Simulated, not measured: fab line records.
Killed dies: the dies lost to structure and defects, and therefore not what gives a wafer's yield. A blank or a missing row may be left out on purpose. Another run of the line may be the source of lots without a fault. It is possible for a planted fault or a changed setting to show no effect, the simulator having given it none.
Which tool was responsible? + flow n5Finfet + Sampling: 7 lots, 19 wafers, 5 of 1938 route steps

== WHAT THE GAUGES READ, wafer by wafer ==
N5_BEOL_M14_THK_MEAS_50: measures by xrf.
| lot  | measured     | on           | M14_THK (nm) |
|------|--------------|--------------|--------------|
| L397 | day 10 22:37 | filmMetro-02 | 557 560      |
| L402 | day 12 12:32 | filmMetro-02 | 422 551 540  |
| L411 | day 14 11:58 | filmMetro-01 | 571 586 559  |
| L415 | day 15 03:52 | filmMetro-02 | 600 577 580  |
| L416 | day 16 06:35 | filmMetro-02 | 552 571      |
| L417 | day 16 06:52 | filmMetro-01 | 576 567 579  |
| L418 | day 16 20:18 | filmMetro-01 | 556 601 597  |

== WHAT TOOL EACH LOT RAN ON (gives the tool, then ch and the chambers of the sampled wafers, and finally the start) ==
| lot  | N5_BEOL_M14_ETCH_38                          | N5_BEOL_M14_ECD_47            | N5_BEOL_M14_ANNEAL_48           | N5_BEOL_M14_CMP_49            |
|------|----------------------------------------------|-------------------------------|---------------------------------|-------------------------------|
| L397 | rieDiel-02 ch 0,1, day 10 21:50 or earlier   | ecdCu-02 ch 0, day 10 21:50   | rtpAnneal-01 ch 0, day 10 22:04 | cmp-03 ch 0,3, day 10 22:26   |
| L402 | rieDiel-02 ch 0,1,3, day 12 11:45 or earlier | ecdCu-01 ch 0,1, day 12 11:45 | rtpAnneal-02 ch 0, day 12 11:59 | cmp-04 ch 0,1,2, day 12 12:19 |
| L411 | rieDiel-02 ch 0,2,3, day 14 11:08 or earlier | ecdCu-02 ch 0,1, day 14 11:08 | rtpAnneal-02 ch 0, day 14 11:23 | cmp-02 ch 1,2, day 14 11:40   |
| L415 | rieDiel-04 ch 0,1,3, day 15 03:05 or earlier | ecdCu-02 ch 0, day 15 03:05   | rtpAnneal-01 ch 0, day 15 03:19 | cmp-02 ch 0,2,3, day 15 03:37 |
| L416 | rieDiel-02 ch 0,3, day 16 05:48 or earlier   | ecdCu-01 ch 0,1, day 16 05:48 | rtpAnneal-02 ch 0, day 16 06:02 | cmp-03 ch 0,2, day 16 06:17   |
| L417 | rieDiel-04 ch 0,3, day 16 05:51 or earlier   | ecdCu-02 ch 0,1, day 16 05:51 | rtpAnneal-02 ch 0, day 16 06:19 | cmp-04 ch 0,1,3, day 16 06:34 |
| L418 | rieDiel-06 ch 1,2, day 16 19:13 or earlier   | ecdCu-01 ch 0,1, day 16 19:13 | rtpAnneal-02 ch 0, day 16 19:41 | cmp-03 ch 0,1, day 16 20:01   |
- N5_BEOL_M14_ETCH_38: etches SiCN in CF4/N2, target depth 106.5 nm, time 120.6 s.
- N5_BEOL_M14_ECD_47: material Cu, target thk 1248 nm.
- N5_BEOL_M14_ANNEAL_48: time 90 s.
- N5_BEOL_M14_CMP_49: polishes, stops on SiO2, t overpolish 5.2 s, target thk 560 nm.

== THE ANSWER, worked out from the rows above alone ==
Rule: usual is defined by the lots themselves. The widest of any qualifying gaps counts: lots, ordered by their means at a reading, are off when they make up no more than a third of the lots, leave a main group of 4 or more, and stand apart from it by 3 or more times the standard deviation of that group's means. If all means in a main group match to the digits the tables above print for the reading, that group is not used. Also off: a lot with no number at a reading for which 4 or more lots have one. All remaining lots with rows at the step are treated as sound.
Off: L402, at N5_BEOL_M14_THK_MEAS_50 (M14_THK). Main group: mean 573 nm, sd 10.
If a tool, at a process step before that reading, ran all the lots that are off and no sound lot after the first of them, it fits. Gauges at N5_BEOL_M14_THK_MEAS_50: tried the same way as those tools. With no start given for some of its lots, N5_BEOL_M14_ETCH_38 uses the hours and lot order of N5_BEOL_M14_ECD_47. Of those tried, none fits.

== WHAT THE SIMULATOR HAD INSERTED ==
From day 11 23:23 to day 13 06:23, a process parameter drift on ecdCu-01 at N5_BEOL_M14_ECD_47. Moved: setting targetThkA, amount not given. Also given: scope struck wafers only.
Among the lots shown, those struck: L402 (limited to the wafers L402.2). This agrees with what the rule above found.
